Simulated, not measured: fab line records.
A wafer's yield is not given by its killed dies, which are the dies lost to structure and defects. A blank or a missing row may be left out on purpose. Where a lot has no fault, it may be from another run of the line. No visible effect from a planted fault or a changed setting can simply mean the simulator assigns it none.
fab line records	flow n5Finfet
[record] lots = 8	wafers = 21	lastDay = 19
route steps=1938 shown BEOL_M12@1634 BEOL_M15@1830 PASSIVATION@1936
lots that met no fault: taken from a fault-free run of the same line
startH: hours from the record's opening day to when the first of the lot's shown wafers began	waitH: hours since the lot's step before	" as in the row above	L1.1+2: a row that stands for several wafers	- no value present, or no start provided	* or withheld: withheld	< > ~ a bound
route shown NAME@n: NAME is a module with steps in the file, n the number in the route of the first one	usual: mean/standard deviation of fault-free wafers	same: alike in all rows	chamber/n: place in a boat	sites: per-site readings	_std_site: the standard deviation of these	_edge_site: mean of outer sites minus mean of inner sites	radiusMm: for every site, how far away it sits from the centre of the wafer	mask NAME#n: copy n	behind: the tool/chamber that last shaped the wafer	hold: cause of the lot's hold/its duration in hours/its outcome	device: names the non-switching transistor (n, p or np)	end of line: the tests these same wafers got at the end of their route	a step given without rows: its recipe and nothing more	killed: count of dies lost to structure and defects at first sort (not the wafer's yield)	map: shows each die of a wafer: x if killed, . if not, _ if none is there
set.NAME: the setting as run; set.NAME@STEP: as run at that earlier step	model.NAME: the simulator's own value behind a step, which no gauge read
one table for each step of the route and one row for each wafer, over a sample of lots
services: a tool's chamber out of use, with start hour (startH, from the record's first day; less than 0 if before it), hours out, and reason
[[steps]]
[step N5_BEOL_M12_INSPECT_30]
[recipe] mode = adi	inspectInstrument = macro
[usual] rawDefectCount = 2.3/1.4
lot.wafer	tool	chamber	startH	waitH	rawDefectCount
L714.1	defectInspect-02	-	220.13	0.0	3
L714.3	"	-	"	"	3
L714.5	"	-	"	"	1
L717.2	defectInspect-02	-	232.78	0.0	2
L717.4	"	-	"	"	3
L717.5	"	-	"	"	1
L728.2	defectInspect-02	-	343.50	0.0	1
L728.3	"	-	"	"	1
L728.5	"	-	"	"	1
L734.3	defectInspect-02	-	359.28	0.0	3
L734.4	"	-	"	"	1
L734.5	"	-	"	"	2
L729.5	defectInspect-01	-	374.95	0.0	4
L729.6	"	-	"	"	1
L731.1	defectInspect-02	-	377.16	0.0	2
L731.2	"	-	"	"	2
L727.1	defectInspect-01	-	392.67	0.0	1
L727.2	"	-	"	"	3
L737.1	defectInspect-01	-	406.81	0.0	2
L737.3	"	-	"	"	2
L737.6	"	-	"	"	3
[step N5_BEOL_M12_DESCUM_33]
[recipe] chemistry = O2	timeS = 7.9	sourcePowerW = 50	biasPowerW = 20	pressureMtorr = 20	rfFrequencyHz = 2.712e+07	tempC = 40	o2FlowSccm = 225
[usual] drypumpMotorCurrentA = 5.9/0.43	oesProductAu = 0.82/0.074	rfVppV = 243.4/1.4	showerheadPlenumPTorr = 2.11/0.076	throttleValvePct = 20.40/0.19
lot.wafer	tool	chamber	startH	waitH	drypumpMotorCurrentA	oesProductAu	rfHoursCounterH	rfVppV	showerheadPlenumPTorr	throttleValvePct
L714.1	rieDiel-04	0	220.16	0.0	6.3	0.92	25	243.1	2.07	20.22
L714.3	"	1	"	"	6.3	0.88	55	241.9	2.12	20.35
L714.5	"	1	"	"	6.3	0.88	-	245.4	2.12	20.34
L717.2	rieDiel-03	1	232.82	0.0	5.9	0.82	79	244.3	2.11	20.64
L717.4	"	2	"	"	5.1	0.70	-	242.4	2.06	20.40
L717.5	"	1	"	"	5.9	0.82	-	242.6	2.11	20.63
L728.2	rieDiel-04	3	343.75	0.3	5.3	0.82	81	243.7	2.03	20.19
L728.3	"	0	"	"	6.3	0.87	59	242.1	2.05	20.29
L728.5	"	3	"	"	5.3	0.81	-	240.5	2.03	20.20
L734.3	rieDiel-03	2	359.31	0.0	5.1	0.93	7	242.1	2.05	20.12
L734.4	"	3	"	"	5.4	0.77	109	243.6	2.19	20.22
L734.5	"	1	"	"	5.9	0.77	-	243.0	2.10	20.70
L729.5	rieDiel-04	2	375.00	0.0	6.3	0.94	-	245.7	2.23	20.64
L729.6	"	1	"	"	6.3	0.83	-	244.1	2.10	20.42
L731.1	rieDiel-04	1	377.63	0.5	6.3	0.82	104	242.2	2.10	20.41
L731.2	"	0	"	"	6.3	0.85	72	241.2	2.05	20.29
L727.1	rieDiel-04	0	392.70	0.0	6.3	0.84	77	241.8	2.05	20.30
L727.2	"	1	"	"	6.3	0.83	108	242.2	2.10	20.43
L737.1	rieDiel-03	1	406.95	0.1	5.9	0.77	138	242.6	2.09	20.72
L737.3	"	3	"	"	5.4	0.76	126	244.4	2.19	20.26
L737.6	"	0	"	"	5.7	0.89	-	244.5	2.22	20.37
[step N5_BEOL_M12_TRENCH_ETCH_34]
[recipe] chemistry = C4F8/O2/Ar	target = SiOC	targetDepthA = 3189.5	maskMaterial = SOC	pressureMtorr = 30	sourceW = 3000	biasW = 700	Ar_flow_sccm = 400	C4F8_flow_sccm = 15	O2_flow_sccm = 8	heInnerTorr = 15	heOuterTorr = 30	timeS = 125.5	ionEnergyEv = 250
[usual] drypumpMotorCurrentA = 5.9/0.43	oesProductAu = 0.81/0.073	rfVppV = 666/3.4	showerheadPlenumPTorr = 3.45/0.12	throttleValvePct = 24.22/0.26
lot.wafer	tool	chamber	startH	waitH	drypumpMotorCurrentA	oesProductAu	rfHoursCounterH	rfVppV	showerheadPlenumPTorr	throttleValvePct
L714.1	rieDiel-04	0	220.53	0.0	6.3	0.91	25	663	3.34	23.86
L714.3	"	1	"	"	6.3	0.87	55	666	3.49	24.34
L714.5	"	1	"	"	6.3	0.88	-	667	3.49	24.33
L717.2	rieDiel-03	1	233.18	0.0	5.9	0.81	79	667	3.48	24.64
L717.4	"	2	"	"	5.1	0.70	-	664	3.39	24.24
L717.5	"	1	"	"	5.9	0.82	-	667	3.48	24.61
L728.2	rieDiel-04	3	344.12	0.0	5.4	0.83	81	664	3.32	23.95
L728.3	"	0	"	"	6.3	0.86	59	664	3.32	23.90
L728.5	"	3	"	"	5.3	0.81	-	662	3.32	23.94
L734.3	rieDiel-03	2	359.68	0.0	5.1	0.94	7	663	3.37	24.01
L734.4	"	3	"	"	5.4	0.78	109	670	3.56	23.92
L734.5	"	1	"	"	5.9	0.77	-	666	3.46	24.68
L729.5	rieDiel-04	2	375.40	0.1	6.3	0.94	-	672	3.62	24.41
L729.6	"	1	"	"	6.3	0.82	-	665	3.46	24.39
L731.1	rieDiel-04	1	378.00	0.0	6.3	0.82	104	666	3.46	24.40
L731.2	"	0	"	"	6.3	0.84	72	663	3.32	23.90
L727.1	rieDiel-04	0	393.07	0.0	6.3	0.83	77	664	3.31	23.91
L727.2	"	1	"	"	6.3	0.82	108	665	3.46	24.41
L737.1	rieDiel-03	1	407.31	0.0	5.9	0.75	138	666	3.45	24.69
L737.3	"	3	"	"	5.4	0.75	127	670	3.55	23.94
L737.6	"	0	"	"	5.7	0.89	-	672	3.59	24.13
[step N5_BEOL_M12_ECD_47]
[recipe] material = Cu	targetThkA = 7200
lot.wafer	tool	chamber	startH	waitH
L714.1+3+5	ecdCu-02	0,0,1	221.69	0.1
L717.2+4+5	ecdCu-01	1,1,0	234.02	0.1
L728.2+3+5	ecdCu-02	0,0,1	345.50	0.1
L734.3+4+5	ecdCu-01	1,0,0	360.73	0.1
L729.5+6	ecdCu-02	0,1	378.43	0.1
L731.1+2	ecdCu-02	1,0	380.77	0.1
L727.1+2	ecdCu-02	0,1	396.59	0.1
L737.1+3+6	ecdCu-01	0,1,0	411.14	0.1
[step N5_BEOL_M12_THK_MEAS_50]
[recipe] thkMeasGauge = xrf	reads = Cu_of_BEOL_M12_ECD_47
[usual] M12_THK = 322/4.5
lot.wafer	tool	chamber	startH	waitH	M12_THK[nm]
L714.1	filmMetro-01	-	222.44	-	320
L714.3	"	-	"	"	321
L714.5	"	-	"	"	319
L717.2	filmMetro-02	-	234.76	-	326
L717.4	"	-	"	"	318
L717.5	"	-	"	"	324
L728.2	filmMetro-01	-	346.25	-	327
L728.3	"	-	"	"	322
L728.5	"	-	"	"	322
L734.3	filmMetro-02	-	361.43	-	324
L734.4	"	-	"	"	321
L734.5	"	-	"	"	320
L729.5	filmMetro-01	-	379.14	-	226
L729.6	"	-	"	"	324
L731.1	filmMetro-02	-	381.61	-	223
L731.2	"	-	"	"	320
L727.1	filmMetro-01	-	397.33	-	223
L727.2	"	-	"	"	326
L737.1	filmMetro-02	-	411.95	-	318
L737.3	"	-	"	"	320
L737.6	"	-	"	"	329
[step N5_BEOL_M12_RS_MEAS_54]
[recipe] thkMeasGauge = four-point-probe	reads = Cu_of_BEOL_M12_ECD_47+Ta_of_BEOL_M12_SPUTTER_44+TaN_of_BEOL_M12_SPUTTER_43
[usual] M12_RS = 0.0599/0.00087
lot.wafer	tool	chamber	startH	waitH	M12_RS[ohm/sq]
L714.1	filmMetro-02	-	222.57	0.0	0.0594
L714.3	"	-	"	"	0.0597
L714.5	"	-	"	"	0.0594
L717.2	filmMetro-01	-	234.91	0.0	0.0598
L717.4	"	-	"	"	0.0612
L717.5	"	-	"	"	0.0597
L728.2	filmMetro-01	-	346.37	0.0	0.0580
L728.3	"	-	"	"	0.0594
L728.5	"	-	"	"	0.0590
L734.3	filmMetro-01	-	361.55	0.0	0.0598
L734.4	"	-	"	"	0.0604
L734.5	"	-	"	"	0.0609
L729.5	filmMetro-02	-	379.27	0.0	0.0861
L729.6	"	-	"	"	0.0589
L731.1	filmMetro-02	-	381.73	0.0	0.0874
L731.2	"	-	"	"	0.0598
L727.1	filmMetro-01	-	397.45	0.0	0.0878
L727.2	"	-	"	"	0.0585
L737.1	filmMetro-01	-	412.08	0.0	0.0604
L737.3	"	-	"	"	0.0607
L737.6	"	-	"	"	0.0585
[step N5_BEOL_M15_RC_MEAS_101]
[usual] COMB_M10 = 1.41e-11/2.8e-12	COMB_M10_max_site = 2.1e-11/4.8e-12	COMB_M11 = 1.4e-11/3.1e-12	COMB_M13 = 4.3e-12/1e-12	COMB_M14 = 3.1e-12/1.1e-12	COMB_M14_max_site = 4.7e-12/1.5e-12	COMB_M15 = 2.1e-12/1e-12	COMB_M5 = 3.5e-11/6.9e-12	COMB_M6 = 2.4e-11/5.7e-12	COMB_M7 = 2.6e-11/5.7e-12	COMB_M8 = 2.5e-11/6.1e-12	COMB_M9 = 1.41e-11/2.8e-12	SERP_M10 = 3.05/0.1	SERP_M11 = 3.11/0.078	SERP_M12 = 0.640/0.017	SERP_M12_max_site = 0.653/0.019	SERP_M13 = 0.311/0.0073	SERP_M14 = 0.161/0.0058	SERP_M5 = 39.1/1.7	SERP_M6 = 13.5/0.59	SERP_M7 = 13.8/0.57	SERP_M8 = 13.6/0.64	SERP_M9 = 3.10/0.084
lot.wafer	tool	chamber	startH	waitH	COMB_M10[S/m]	COMB_M10_max_site[S/m]	COMB_M11[S/m]	COMB_M13[S/m]	COMB_M14[S/m]	COMB_M14_max_site[S/m]	COMB_M15[S/m]	COMB_M5[S/m]	COMB_M6[S/m]	COMB_M7[S/m]	COMB_M8[S/m]	COMB_M9[S/m]	SERP_M10[ohm/um]	SERP_M11[ohm/um]	SERP_M12[ohm/um]	SERP_M12_max_site[ohm/um]	SERP_M13[ohm/um]	SERP_M14[ohm/um]	SERP_M5[ohm/um]	SERP_M6[ohm/um]	SERP_M7[ohm/um]	SERP_M8[ohm/um]	SERP_M9[ohm/um]
L714.1	prober-01	0	236.84	0.0	1.27e-11	2.1e-11	1.6e-11	2.7e-12	4.6e-12	5.7e-12	1.7e-12	3.7e-11	2e-11	1.9e-11	1.9e-11	1.43e-11	3.09	3.20	0.649	0.661	0.311	0.155	39.2	13.6	13.9	14.3	3.06
L714.3	"	0	"	"	1.35e-11	1.7e-11	1.5e-11	3.5e-12	2.7e-12	5.5e-12	1.8e-12	3.9e-11	2.3e-11	2.6e-11	2.1e-11	1.53e-11	3.12	3.22	0.648	0.662	0.312	0.161	40.6	13.8	13.8	13.1	3.14
L714.5	"	0	"	"	1.96e-11	2.4e-11	1.3e-11	2.7e-12	3.7e-12	4.9e-12	9e-13	4.3e-11	2.9e-11	2e-11	2.3e-11	1.06e-11	2.89	3.15	0.641	0.655	0.309	0.154	38.5	14.3	14.0	14.7	3.24
L717.2	prober-02	0	248.00	0.2	1.6e-11	2.5e-11	1.7e-11	5e-12	3e-12	3.8e-12	3.4e-12	3.3e-11	2.8e-11	1.5e-11	1.9e-11	1.26e-11	3.03	3.18	0.637	0.652	0.321	0.154	37.2	13.1	13.5	14.0	3.21
L717.4	"	0	"	"	1.19e-11	1.7e-11	1.5e-11	5.2e-12	3.7e-12	5.1e-12	3.3e-12	4e-11	2.7e-11	2.2e-11	2.1e-11	1.16e-11	3.02	3.04	0.649	0.671	0.316	0.158	38.1	13.2	13.4	13.7	3.09
L717.5	"	0	"	"	1.55e-11	2.4e-11	1.2e-11	5.7e-12	3.2e-12	5.7e-12	3.4e-12	3.6e-11	2.9e-11	2.9e-11	2.4e-11	1.74e-11	3.10	3.10	0.620	0.632	0.316	0.155	39.4	13.5	13.3	14.4	3.08
L728.2	prober-01	0	359.53	0.2	1.1e-11	2e-11	1.3e-11	2.7e-12	2.4e-12	5.7e-12	1.4e-12	3.2e-11	1.9e-11	2.2e-11	2e-11	1.55e-11	3.23	3.13	0.599	0.619	0.304	0.167	37.9	14.9	13.2	13.4	3.12
L728.3	"	0	"	"	1.28e-11	1.9e-11	1.2e-11	4.5e-12	4.7e-12	6.8e-12	7e-13	3.4e-11	2.1e-11	2.4e-11	1.8e-11	1.64e-11	3.02	3.06	0.622	0.636	0.307	0.157	39.2	14.4	13.4	14.2	3.04
L728.5	"	0	"	"	1.33e-11	1.7e-11	1.1e-11	3.4e-12	1.7e-12	2.8e-12	6e-13	2.2e-11	2.6e-11	2.9e-11	2.9e-11	1.39e-11	2.98	2.92	0.611	0.621	0.299	0.169	38.4	13.7	13.8	13.4	3.14
L734.3	prober-02	0	380.10	0.3	1.63e-11	2.3e-11	1.9e-11	3.5e-12	3.9e-12	5.4e-12	3.2e-12	2.6e-11	2.6e-11	2.4e-11	3.9e-11	1.24e-11	3.08	3.07	0.628	0.639	0.303	0.167	36.0	14.5	14.5	14.6	3.05
L734.4	"	0	"	"	1.39e-11	2.1e-11	1.6e-11	4.2e-12	4.2e-12	5.4e-12	2.8e-12	3.3e-11	2.6e-11	3.9e-11	4e-11	9.6e-12	2.95	3.01	0.644	0.663	0.310	0.170	36.7	14.1	14.8	13.6	3.08
L734.5	"	0	"	"	1.23e-11	2.8e-11	1.3e-11	3.7e-12	3.9e-12	4.9e-12	3.5e-12	3.6e-11	2.6e-11	3.7e-11	4e-11	1.69e-11	2.97	2.99	0.653	0.664	0.303	0.169	37.3	13.7	14.5	14.2	3.01
L729.5	prober-02	0	404.10	0.6	1.55e-11	2.4e-11	2.1e-11	5.4e-12	3.4e-12	5.2e-12	3.2e-12	3.2e-11	2.1e-11	2.8e-11	3.3e-11	1.28e-11	2.88	3.01	0.932	0.953	0.308	0.161	37.9	12.9	13.3	13.6	3.14
L729.6	"	0	"	"	1.46e-11	1.8e-11	1.2e-11	3.9e-12	3.6e-12	5.3e-12	3.6e-12	2.8e-11	2.3e-11	2.4e-11	3.3e-11	1.47e-11	3.07	3.23	0.631	0.646	0.305	0.164	42.4	13.3	13.2	12.9	3.06
L731.1	prober-01	0	406.18	0.0	1.85e-11	2e-11	1.5e-11	3.1e-12	2.1e-12	4e-12	1.6e-12	4.1e-11	1.9e-11	2.4e-11	3.1e-11	1.21e-11	3.03	3.24	0.900	0.918	0.301	0.160	42.0	13.8	13.6	13.5	3.17
L731.2	"	0	"	"	1.28e-11	1.6e-11	1.6e-11	4.7e-12	1.6e-12	2.5e-12	9e-13	2.7e-11	1.3e-11	2.6e-11	2.8e-11	1.31e-11	3.02	3.07	0.631	0.648	0.311	0.163	39.5	13.1	13.0	13.8	3.07
L727.1	prober-02	0	427.79	0.0	1.85e-11	2.3e-11	1.3e-11	5.3e-12	4e-12	6e-12	2.7e-12	4.7e-11	2e-11	2.6e-11	2.5e-11	1.53e-11	3.09	3.25	0.908	0.927	0.297	0.158	42.9	13.4	13.6	14.1	2.93
L727.2	"	0	"	"	1.75e-11	2.6e-11	1.6e-11	6.1e-12	3.8e-12	6.3e-12	2.4e-12	3.5e-11	2.1e-11	2.9e-11	1.9e-11	1.88e-11	3.02	3.14	0.617	0.627	0.303	0.164	38.4	13.9	13.9	14.6	3.15
L737.1	prober-01	0	431.05	0.1	1.57e-11	2.1e-11	1.6e-11	4.2e-12	2.2e-12	3.5e-12	8e-13	2.2e-11	2.2e-11	3.2e-11	2.4e-11	1.41e-11	3.08	3.09	0.649	0.674	0.307	0.160	37.7	12.8	13.5	13.7	3.21
L737.3	"	0	"	"	1.38e-11	3.1e-11	1.1e-11	3.9e-12	1.5e-12	2.5e-12	2.3e-12	3e-11	2.5e-11	3.5e-11	4.5e-11	1.62e-11	3.21	3.23	0.655	0.679	0.317	0.167	36.7	13.4	14.0	13.7	2.86
L737.6	"	0	"	"	1.61e-11	3e-11	1.5e-11	3e-12	2.6e-12	3e-12	2.5e-12	2e-11	2e-11	4.3e-11	2.1e-11	1.59e-11	3.26	3.16	0.609	0.621	0.303	0.172	40.4	13.4	14.0	13.8	2.92
// sites SERP_M12 radiusMm=0,75,75,75,75,140,140,140,140
L714.1 0.649 0.639 0.653 0.649 0.653 0.642 0.649 0.658 0.661
L717.2 0.626 0.629 0.632 0.629 0.643 0.637 0.652 0.651 0.645
L728.2 0.594 0.601 0.598 0.599 0.605 0.598 0.605 0.595 0.619
L734.3 0.618 0.628 0.632 0.639 0.614 0.639 0.624 0.639 0.623
L729.5 0.927 0.920 0.953 0.952 0.929 0.919 0.942 0.932 0.933
L731.1 0.903 0.888 0.898 0.915 0.900 0.912 0.892 0.918 0.893
L727.1 0.908 0.896 0.920 0.904 0.909 0.911 0.908 0.927 0.898
L737.1 0.645 0.649 0.650 0.658 0.643 0.645 0.674 0.660 0.644
[step N5_PASSIVATION_PROBE_49]
[usual] defectLimitedYield = 91.0/1.5	killed_at_M0_to_M3 = 32/9.6	killed_at_M4_up = 13/4.7	killedAtContacts = 13/7.2	killedAtFrontEnd = 44/13	killedAtOther = 4/3.4	killedDies = 106/18	killedOpen = 70/13	killedShort = 35/8	sort_bin_5_function = 5.3/0.97	sort_bin_6_memory = 3.4/0.73	sort_bin_8_speed = 0.00/0.036	sortNPass = 1074/18
[same] grossDies = 1180	killedAtBackSide = 0	sort_bin_4_leakage[%] = 0
lot.wafer	tool	chamber	startH	waitH	defectLimitedYield[%]	killed_at_M0_to_M3	killed_at_M4_up	killedAtContacts	killedAtFrontEnd	killedAtOther	killedDies	killedOpen	killedShort	sort_bin_5_function[%]	sort_bin_6_memory[%]	sort_bin_8_speed[%]	sortNPass
L714.1	prober-01	-	249.84	0.0	90.9	24	11	1	61	10	107	57	49	5.8	2.9	0	1073
L714.3	prober-01	-	249.94	0.1	91.9	46	15	3	27	4	95	67	28	5.0	2.7	0	1085
L714.5	prober-01	-	250.04	0.2	91.8	31	19	5	33	9	97	61	36	4.3	3.5	0	1083
L717.2	prober-02	-	260.82	0.1	87.5	37	13	24	71	2	147	106	41	6.8	5.2	0	1033
L717.4	prober-02	-	260.92	0.2	90.0	30	20	13	47	8	118	78	39	6.1	3.6	0	1062
L717.5	prober-02	-	260.97	0.2	91.1	23	13	14	49	6	105	66	39	5.9	2.5	0	1075
L728.2	prober-02	-	375.95	0.1	92.5	41	8	6	32	2	89	59	28	5.2	2.1	0	1091
L728.3	prober-02	-	376.00	0.1	92.2	36	12	14	30	0	92	56	34	4.8	2.7	0	1088
L728.5	prober-02	-	376.10	0.2	93.9	22	15	14	20	1	72	46	23	3.2	2.6	0	1108
L734.3	prober-01	-	396.16	0.1	89.8	28	13	4	59	16	120	69	49	5.7	4.0	0	1060
L734.4	prober-01	-	396.21	0.2	91.2	23	16	28	31	6	104	69	34	5.0	3.2	0	1076
L734.5	prober-01	-	396.26	0.2	92.7	13	12	18	36	7	86	58	28	4.5	2.5	0	1094
L731.1	prober-01	-	425.08	0.0	89.4	33	17	26	47	2	125	87	36	5.8	4.3	0.08	1055
L731.2	prober-01	-	425.13	0.1	91.6	31	7	15	43	3	99	60	37	4.7	3.3	0	1081
L729.5	prober-02	-	425.27	0.2	91.1	29	19	12	42	3	105	58	37	5.4	3.0	0.17	1075
L729.6	prober-02	-	425.32	0.3	90.3	43	10	10	47	5	115	76	30	4.7	4.2	0	1065
L727.1	prober-01	-	442.27	0.0	90.1	38	19	12	33	15	117	81	34	5.5	3.8	0	1063
L727.2	prober-01	-	442.32	0.1	92.7	24	16	4	35	7	86	59	23	3.9	3.3	0	1094
L737.1	prober-01	-	446.48	0.0	90.4	51	15	13	32	2	113	76	37	6.1	3.4	0	1067
L737.3	prober-01	-	446.58	0.1	93.5	23	4	6	38	6	77	50	27	3.7	2.5	0	1103
L737.6	prober-01	-	446.73	0.3	91.3	30	17	20	34	2	103	72	31	5.5	2.8	0	1077
// killed by level:class
L714.1 FIN_SAQP:geometricParticle:short=25 FIN_SAQP:geometricParticle:open=23 BEOL_M0_SAQP:geometricParticle:open=6 BEOL_M0_SAQP:geometricParticle:short=5 BEOL_M1:geometricParticle:open=5 GATE_CUT:geometricParticle:short=4 STI_FIN_REVEAL:geometricParticle:open=3 BEOL_M1:geometricParticle:short=3
L714.3 BEOL_M2:geometricParticle:open=13 FIN_SAQP:geometricParticle:open=8 BEOL_M1:geometricParticle:open=8 BEOL_M0_SAQP:geometricParticle:short=7 BEOL_M3:geometricParticle:open=7 BEOL_M7:geometricParticle:open=6 FIN_SAQP:geometricParticle:short=4 STI_FIN_REVEAL:geometricParticle:open=4
L714.5 BEOL_M4:geometricParticle:open=9 FIN_SAQP:geometricParticle:open=8 GATE_CUT:geometricParticle:short=7 BEOL_M2:geometricParticle:open=5 BEOL_M1:geometricParticle:open=5 BEOL_M3:geometricParticle:open=5 DUMMY_GATE:geometricParticle:open=4 MOL_CONTACT_COAG:geometricParticle:open=4
L717.2 MOL_CONTACT_COAG:geometricParticle:open=20 FIN_SAQP:geometricParticle:open=19 STI_FIN_REVEAL:geometricParticle:open=15 FIN_SAQP:geometricParticle:short=14 BEOL_M3:geometricParticle:open=10 BEOL_M0_SAQP:geometricParticle:open=9 BEOL_M4:geometricParticle:open=7 BEOL_M2:geometricParticle:open=6
L717.4 MOL_CONTACT_COAG:geometricParticle:open=12 FIN_SAQP:geometricParticle:open=10 BEOL_M0_SAQP:geometricParticle:open=10 BEOL_M4:geometricParticle:open=10 STI_FIN_REVEAL:geometricParticle:open=5 FIN_SAQP:geometricParticle:short=4 STI_FIN_REVEAL:geometricParticle:short=4 DUMMY_GATE:geometricParticle:open=4
L717.5 FIN_SAQP:geometricParticle:open=17 MOL_CONTACT_COAG:geometricParticle:open=11 BEOL_M0_SAQP:geometricParticle:open=7 FIN_SAQP:geometricParticle:short=6 STI_FIN_REVEAL:geometricParticle:open=6 GATE_CUT:geometricParticle:short=6 BEOL_M0_SAQP:geometricParticle:short=5 BEOL_M2:geometricParticle:open=5
L728.2 BEOL_M0_SAQP:geometricParticle:open=16 FIN_SAQP:geometricParticle:short=9 BEOL_M0_SAQP:geometricParticle:short=9 DUMMY_GATE:geometricParticle:open=6 MOL_CONTACT_COAG:geometricParticle:open=6 FIN_SAQP:geometricParticle:open=5 BEOL_M1:geometricParticle:open=4 BEOL_M2:geometricParticle:open=4
L728.3 BEOL_M0_SAQP:geometricParticle:open=13 MOL_CONTACT_COAG:geometricParticle:open=12 FIN_SAQP:geometricParticle:short=9 BEOL_M0_SAQP:geometricParticle:short=8 FIN_SAQP:geometricParticle:open=7 BEOL_M2:geometricParticle:open=6 GATE_CUT:geometricParticle:short=3 BEOL_M4:geometricParticle:open=3
L728.5 MOL_CONTACT_COAG:geometricParticle:open=12 BEOL_M0_SAQP:geometricParticle:open=8 BEOL_M0_SAQP:geometricParticle:short=7 FIN_SAQP:geometricParticle:open=6 BEOL_M4:geometricParticle:open=6 BEOL_M3:geometricParticle:open=4 STARTING-WAFER:geometricParticle:short=3 STARTING-WAFER:geometricParticle:open=3
L734.3 FIN_SAQP:geometricParticle:open=17 FIN_SAQP:geometricParticle:short=12 GATE_CUT:geometricParticle:short=11 BEOL_M1:geometricParticle:open=9 STI_FIN_REVEAL:geometricParticle:open=5 BEOL_M5:geometricParticle:open=5 PASS1_DEP:geometricParticle:short=5 MIM_TOP_ETCH:geometricParticle:short=5
L734.4 MOL_CONTACT_COAG:geometricParticle:open=19 STI_FIN_REVEAL:geometricParticle:open=10 MOL_CONTACT_COAG:geometricParticle:short=9 FIN_SAQP:geometricParticle:short=6 BEOL_M2:geometricParticle:open=6 FIN_SAQP:geometricParticle:open=5 BEOL_M0_SAQP:geometricParticle:short=5 BEOL_M0_SAQP:geometricParticle:open=5
L734.5 MOL_CONTACT_COAG:geometricParticle:open=15 FIN_SAQP:geometricParticle:open=9 FIN_SAQP:geometricParticle:short=8 BEOL_M4:geometricParticle:open=7 STI_FIN_REVEAL:geometricParticle:open=4 BEOL_M2:geometricParticle:open=4 PASS1_CAP:geometricParticle:short=3 DUMMY_GATE:geometricParticle:open=3
L731.1 MOL_CONTACT_COAG:geometricParticle:open=22 STI_FIN_REVEAL:geometricParticle:open=18 BEOL_M0_SAQP:geometricParticle:short=11 BEOL_M0_SAQP:geometricParticle:open=7 BEOL_M1:geometricParticle:open=7 FIN_SAQP:geometricParticle:open=6 BEOL_M8:geometricParticle:open=6 DUMMY_GATE:geometricParticle:open=5
L731.2 MOL_CONTACT_COAG:geometricParticle:open=12 STI_FIN_REVEAL:geometricParticle:open=9 BEOL_M0:geometricParticle:open=7 STARTING-WAFER:geometricParticle:short=7 BEOL_M0_SAQP:geometricParticle:short=6 BEOL_M0_SAQP:geometricParticle:open=6 STI_FIN_REVEAL:geometricParticle:short=5 FIN_SAQP:geometricParticle:short=4
L729.5 FIN_SAQP:geometricParticle:short=16 MOL_CONTACT_COAG:geometricParticle:open=10 BEOL_M0_SAQP:geometricParticle:short=8 BEOL_M3:geometricParticle:open=8 FIN_SAQP:geometricParticle:open=7 STI_FIN_REVEAL:geometricParticle:open=5 BEOL_M0_SAQP:geometricParticle:open=4 BEOL_M0:geometricParticle:open=4
L729.6 FIN_SAQP:geometricParticle:open=13 BEOL_M2:geometricParticle:open=13 MOL_CONTACT_COAG:geometricParticle:open=10 BEOL_M0_SAQP:geometricParticle:short=10 BEOL_M0_SAQP:geometricParticle:open=7 FIN_SAQP:geometricParticle:short=6 HKMG_FIN:areaEtch=6 GATE_CUT:geometricParticle:open=5
L727.1 BEOL_M1:geometricParticle:open=15 FIN_SAQP:geometricParticle:open=13 MOL_CONTACT_COAG:geometricParticle:open=9 BEOL_M0_SAQP:geometricParticle:short=7 BEOL_M3:geometricParticle:open=7 BEOL_M5:geometricParticle:open=7 PASS1_CAP:geometricParticle:open=6 FIN_SAQP:geometricParticle:short=5
L727.2 FIN_SAQP:geometricParticle:open=7 DUMMY_GATE:geometricParticle:open=7 BEOL_M3:geometricParticle:open=7 BEOL_M0_SAQP:geometricParticle:short=5 BEOL_M1:geometricParticle:open=5 FIN_SAQP:geometricParticle:short=4 STI_FIN_REVEAL:geometricParticle:open=4 MOL_CONTACT_COAG:geometricParticle:open=4
L737.1 BEOL_M0_SAQP:geometricParticle:short=14 STI_FIN_REVEAL:geometricParticle:open=13 MOL_CONTACT_COAG:geometricParticle:open=13 BEOL_M4:geometricParticle:open=10 BEOL_M1:geometricParticle:short=7 BEOL_M3:geometricParticle:open=7 BEOL_M2:geometricParticle:open=6 STARTING-WAFER:geometricParticle:short=6
L737.3 STI_FIN_REVEAL:geometricParticle:open=9 BEOL_M3:geometricParticle:open=9 DUMMY_GATE:geometricParticle:open=5 GATE_CUT:geometricParticle:short=5 STARTING-WAFER:geometricParticle:short=5 MOL_CONTACT_COAG:geometricParticle:open=4 STI_FIN_REVEAL:geometricParticle:short=3 ILD0:geometricParticle:open=3
L737.6 MOL_CONTACT_COAG:geometricParticle:open=16 BEOL_M2:geometricParticle:open=9 BEOL_M4:geometricParticle:open=7 STI_FIN_REVEAL:geometricParticle:open=6 STI_FIN_REVEAL:geometricParticle:short=5 BEOL_M0_SAQP:geometricParticle:open=5 BEOL_M3:geometricParticle:open=5 FIN_SAQP:geometricParticle:open=4
[[services]]
tool	chamber	startH	hours	kind
ecdCu-02	-	198.23	1.3	repair
rieDiel-03	0	229.05	-	clean
rieDiel-03	0	229.05	-	consumableReplace:focusRing
rieDiel-03	0	229.05	-	consumableReplace:showerhead
rieDiel-03	0	229.05	21.1	scheduledDown
rieDiel-03	0	229.05	21.1	ventCycle
ecdCu-02	-	229.66	4.0	pm
rieDiel-03	-	246.82	1.1	repair
rieDiel-04	0	253.23	8.6	repair
rieDiel-04	-	273.54	1.3	repair
rieDiel-03	2	318.77	-	clean
rieDiel-03	2	318.77	-	consumableReplace:focusRing
rieDiel-03	2	318.77	18.0	scheduledDown
rieDiel-03	2	318.77	18.0	ventCycle
rieDiel-04	2	335.69	-	clean
rieDiel-04	2	335.69	-	consumableReplace:focusRing
rieDiel-04	2	335.69	-	consumableReplace:showerhead
rieDiel-04	2	335.69	20.3	scheduledDown
rieDiel-04	2	335.69	20.3	ventCycle
rieDiel-03	3	380.63	2.6	repair
rieDiel-04	2	381.35	3.7	repair
rieDiel-03	2	400.26	25.0	repair
rieDiel-03	0	402.50	2.4	repair
[[key]]
[firstSign] step = N5_BEOL_M12_THK_MEAS_50	reading = M12_THK	direction = down	sigmas = 22	usual = 322	struck = 224
[effect] step = N5_BEOL_M12_RS_MEAS_54	reading = M12_RS	direction = up	sigmas = 31	usual = 0.0599	struck = 0.0871
[effect] step = N5_BEOL_M15_RC_MEAS_101	reading = SERP_M12	direction = up	sigmas = 16	usual = 0.640	struck = 0.913
metAt N5_BEOL_M12_ECD_47
struckLots L727,L729,L731
struckWafers L727.1,L729.5,L731.1
notActingAt N5_BEOL_M12_INSPECT_30,N5_BEOL_M12_DESCUM_33,N5_BEOL_M12_TRENCH_ETCH_34
onsetBetween 345.50 378.43
[fault] kind = processParameterDrift	tool = ecdCu-02	chamber = -	onsetH = 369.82	steps = N5_BEOL_M12_ECD_47	channel = targetThkA	offset = *	shape = step	endH = 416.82	scope = struckWafersOnly	actsIn = *	stated = *
